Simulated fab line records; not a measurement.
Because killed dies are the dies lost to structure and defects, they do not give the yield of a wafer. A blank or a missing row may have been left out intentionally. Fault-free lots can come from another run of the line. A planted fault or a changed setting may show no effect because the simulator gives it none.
Which tool did it?    flow n5-finfet    9 lots with 26 wafers sampled at 7 steps, on a route of 1938 steps

== WHAT THE GAUGES SHOWED, per wafer ==
N5_BEOL_M3_THK_MEAS_53: measures by xrf. Usual: M3_THK typically reads 38.7 nm, with standard deviation 1.7.
lot   measured      on             M3_THK (nm)     flag
L747  day 7 13:26   film-metro-01  36.6 39.9 38.4  
L749  day 7 15:16   film-metro-02  37.1 39.9 39.7  
L751  day 8 10:43   film-metro-02  37.0 38.8 39.0  
L752  day 8 12:23   film-metro-01  39.5 40.0 41.2  
L756  day 10 17:47  film-metro-02  37.4 36.4 41.7  
L758  day 10 19:50  film-metro-02  40.8 38.8 42.0  
L762  day 11 03:56  film-metro-02  134.7 37.3      OFF
L768  day 13 00:19  film-metro-01  36.4 38.0 34.7  
L770  day 13 18:26  film-metro-02  38.2 37.3 38.3  

N5_BEOL_M3_INSPECT_59: inspects for defects (darkfield). Usual: 69 for raw-defect-count, sd 24.
lot   measured      on                 raw-defect-count  flag
L747  day 7 13:44   defect-inspect-02  94 95 72          
L749  day 7 15:33   defect-inspect-02  54 66 86          
L751  day 8 11:04   defect-inspect-02  72 166 75         
L752  day 8 12:40   defect-inspect-02  71 49 36          
L756  day 10 18:05  defect-inspect-02  108 87 104        
L758  day 10 20:07  defect-inspect-01  33 59 30          
L762  day 11 04:14  defect-inspect-01  5059 81           OFF
L768  day 13 00:38  defect-inspect-01  103 107 54        
L770  day 13 18:49  defect-inspect-02  117 91 75         

N5_BEOL_M4_RC_MEAS_101. Usual: DIBL_N 36.2 mV/V, standard deviation 2.4; DIBL_P 36.2 mV/V, standard deviation 2.6; IOFF_N 0.16 nA/um, standard deviation 0.045; IOFF_P 0.21 nA/um, standard deviation 0.046; ION_N 674 uA/um, standard deviation 17; ION_P 463 uA/um, standard deviation 11; SS_N 71.5 mV/dec, standard deviation 0.77; SS_P 73.1 mV/dec, standard deviation 0.76; VT_N 250 mV, standard deviation 3.9; VT_P -250 mV, standard deviation 3.9.
lot   measured      on         DIBL_N (mV/V)   DIBL_P (mV/V)   IOFF_N (nA/um)  IOFF_P (nA/um)  ION_N (uA/um)  ION_P (uA/um)  SS_N (mV/dec)   SS_P (mV/dec)   VT_N (mV)    VT_P (mV)       flag
L747  day 7 21:28   prober-02  39.4 37.9 40.5  39.7 38.3 40.5  0.20 0.16 0.22  0.27 0.24 0.30  685 692 695    474 480 473    72.3 71.5 71.9  73.8 72.9 74.1  249 249 247  -244 -249 -245  
L749  day 7 21:52   prober-01  34.6 32.8 31.4  37.3 36.1 34.6  0.13 0.12 0.10  0.16 0.15 0.14  646 677 658    439 470 457    71.7 71.7 70.6  73.4 72.2 72.7  258 253 255  -258 -257 -258  
L751  day 8 17:58   prober-01  37.8 38.2 36.8  36.7 37.9 35.4  0.15 0.16 0.12  0.17 0.20 0.16  669 678 644    445 464 438    72.4 71.1 72.1  73.7 74.5 73.0  253 250 257  -258 -256 -257  
L752  day 8 20:34   prober-01  35.7 33.3 34.0  35.2 34.2 35.0  0.16 0.12 0.12  0.19 0.17 0.19  665 652 651    452 453 457    71.9 70.8 70.7  72.6 72.6 72.9  251 254 256  -254 -253 -251  
L756  day 11 03:40  prober-01  40.9 37.9 39.6  41.8 38.4 40.5  0.28 0.17 0.23  0.27 0.20 0.25  720 669 676    480 458 452    72.5 71.7 71.9  74.7 74.6 75.0  244 251 247  -247 -252 -249  
L758  day 11 08:01  prober-01  34.0 34.9 33.6  34.1 35.0 33.5  0.12 0.13 0.12  0.19 0.20 0.19  670 666 670    472 468 471    70.7 70.3 70.2  72.3 72.8 72.8  253 253 252  -249 -247 -250  
L762  day 11 17:31  prober-01  35.7            38.0            0.18            0.21            688            468            71.6            73.2            247          -251            
L768  day 13 12:28  prober-01  34.8 37.0 40.3  33.8 35.0 41.5  0.12 0.15 0.24  0.17 0.19 0.32  681 644 707    468 444 482    71.7 71.8 72.2  72.6 72.1 73.8  251 253 243  -254 -253 -244  
L770  day 14 07:34  prober-01  33.8 38.3 32.8  34.0 38.9 33.3  0.13 0.21 0.12  0.21 0.28 0.19  661 687 688    458 475 477    71.6 71.9 72.0  72.5 73.3 71.6  253 247 253  -248 -245 -250  

== TOOL THAT RAN EACH LOT (tool first, then ch and the chambers of the sampled wafers, then the start) ==
lot   N5_BEOL_M3_ANNEAL_82          N5_BEOL_M3_ANNEAL_93          N5_BEOL_M3_CMP_52              N5_BEOL_M3_CO_CAP_55
L747  pvd-sputter-03, day 7 11:25   pvd-sputter-03, day 7 12:17   cmp-02 ch 0,1,3, day 7 13:11   cvd-co-01 ch 0,1,2, day 7 13:31
L749  pvd-sputter-02, day 7 13:14   pvd-sputter-02, day 7 14:07   cmp-01 ch 0,2,3, day 7 14:58   cvd-co-01 ch 0,1,2, day 7 15:20
L751  pvd-sputter-03, day 8 08:41   pvd-sputter-03, day 8 09:34   cmp-02 ch 1,2, day 8 10:26     cvd-co-02 ch 0,1,2, day 8 10:51
L752  pvd-sputter-01, day 8 09:51   pvd-sputter-01, day 8 10:44   cmp-01 ch 0,2, day 8 12:05     cvd-co-01 ch 0,2, day 8 12:28
L756  pvd-sputter-02, day 10 15:46  pvd-sputter-02, day 10 16:38  cmp-01 ch 0,1,3, day 10 17:32  cvd-co-02 ch 0,1, day 10 17:52
L758  pvd-sputter-02, day 10 17:36  pvd-sputter-02, day 10 18:29  cmp-03 ch 1,2, day 10 19:32    cvd-co-02 ch 0,1,2, day 10 19:56
L762  pvd-sputter-03, day 11 01:45  pvd-sputter-03, day 11 02:44  cmp-01 ch 0,3, day 11 03:39    cvd-co-01 ch 0,1, day 11 04:01
L768  pvd-sputter-03, day 12 22:01  pvd-sputter-03, day 12 22:54  cmp-03 ch 1,2, day 13 00:02    cvd-co-01 ch 1,2, day 13 00:24
L770  pvd-sputter-03, day 13 16:17  pvd-sputter-03, day 13 17:10  cmp-03 ch 1,2,3, day 13 18:09  cvd-co-02 ch 0,1,2, day 13 18:37
- N5_BEOL_M3_ANNEAL_82: time 240 s.
- N5_BEOL_M3_ANNEAL_93: time 240 s.
- N5_BEOL_M3_CMP_52: polishes, stops on SiOC, t overpolish 6.8 s, target thk 40 nm.
- N5_BEOL_M3_CO_CAP_55: material Co, precursor CCTBA/H2, target thk 2 nm, time 102.1 s.

== WHAT THE TOOLS THEMSELVES READ (means of the sampled wafers that have a number; where no wafer has one, the mark that the record gives instead) ==
N5_BEOL_M3_ANNEAL_82. Usual: 877 W for heater-power-w, sd 140.
lot   tool            heater-power-w (W)  flag
L747  pvd-sputter-03  836                 
L749  pvd-sputter-02  751                 
L751  pvd-sputter-03  974                 
L752  pvd-sputter-01  867                 
L756  pvd-sputter-02  928                 
L758  pvd-sputter-02  734                 
L762  pvd-sputter-03  808                 
L768  pvd-sputter-03  934                 
L770  pvd-sputter-03  954                 

N5_BEOL_M3_ANNEAL_93. Usual: 880 W for heater-power-w, sd 140.
lot   tool            heater-power-w (W)  flag
L747  pvd-sputter-03  848                 
L749  pvd-sputter-02  761                 
L751  pvd-sputter-03  977                 
L752  pvd-sputter-01  860                 
L756  pvd-sputter-02  923                 
L758  pvd-sputter-02  738                 
L762  pvd-sputter-03  804                 
L768  pvd-sputter-03  949                 
L770  pvd-sputter-03  920                 

N5_BEOL_M3_CMP_52. Usual: barrier-field-endpoint-s 24.5 s, standard deviation 0.72; motor-current-A 6.2 A, standard deviation 0.61; overpolish-run-s 6.800 s, standard deviation 0.0088; slurry-filter-dp-kPa 13.49 kPa, standard deviation 0.14; time-to-endpoint-s 61 s, standard deviation 3.7.
lot   tool    barrier-field-endpoint-s (s)  motor-current-A (A)  overpolish-run-s (s)  slurry-filter-dp-kPa (kPa)  time-to-endpoint-s (s)  flag
L747  cmp-02  23.7                          6.6                  6.795                 13.50                       59                      
L749  cmp-01  25.1                          6.2                  6.800                 13.49                       62                      
L751  cmp-02  25.2                          6.3                  6.800                 13.36                       66                      
L752  cmp-01  23.8                          6.2                  6.792                 13.55                       59                      
L756  cmp-01  25.0                          6.3                  6.810                 13.67                       64                      
L758  cmp-03  24.4                          6.7                  6.790                 13.36                       61                      
L762  cmp-01  33.0                          6.4                  3.416                 13.50                       70                      OFF
L768  cmp-03  23.8                          6.7                  6.794                 13.61                       60                      
L770  cmp-03  23.8                          6.4                  6.794                 13.48                       56                      

N5_BEOL_M3_CO_CAP_55. Usual: 247 W for heater-power-w, sd 23.
lot   tool       heater-power-w (W)  flag
L747  cvd-co-01  257                 
L749  cvd-co-01  255                 
L751  cvd-co-02  239                 
L752  cvd-co-01  237                 
L756  cvd-co-02  236                 
L758  cvd-co-02  243                 
L762  cvd-co-01  244                 
L768  cvd-co-01  278                 
L770  cvd-co-02  243                 

== THE ANSWER, worked out from the rows above alone ==
Rule: take the mean of a lot's wafers that have a number; if it is more than 3 standard deviations from the usual mean, the lot is off. Also off: a lot with no number at a reading for which 4 or more lots have one. Any other lot the step has rows for is counted as sound. After the gauges, taken in route order, come the tools' own readings; for these a lot's mean is taken, as printed above. The first step at which some lot is off is used, and at that step the reading that is off furthest; a lot without a number counts as furthest.
Off: L762, at N5_BEOL_M3_THK_MEAS_53 (M3_THK).
A tool fits if, at a process step before that reading, it ran every lot that is off, and no sound lot after the first of them. The gauges at N5_BEOL_M3_THK_MEAS_53 aren't tried: what is off there is off at N5_BEOL_M3_INSPECT_59 too, on other tools, and a gauge's error can't cause that. One fits: cmp-01 at N5_BEOL_M3_CMP_52. Its last sound lot is L756 (day 10 17:32), its first lot that is off L762 (day 11 03:39): a fault that began between those two fits.
The tool's own readings at N5_BEOL_M3_CMP_52 bear it out: on the lots that are off they differ by more than 5 times the standard deviation of the sound lots' means. barrier-field-endpoint-s reads 33.0 s there against 24.4 s on the sound lots; overpolish-run-s reads 3.416 s there against 6.797 s on the sound lots.

== WHAT HAD BEEN PUT IN BY THE SIMULATOR ==
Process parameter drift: cmp-01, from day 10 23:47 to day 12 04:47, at N5_BEOL_M3_CMP_52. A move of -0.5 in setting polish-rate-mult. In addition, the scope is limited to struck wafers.
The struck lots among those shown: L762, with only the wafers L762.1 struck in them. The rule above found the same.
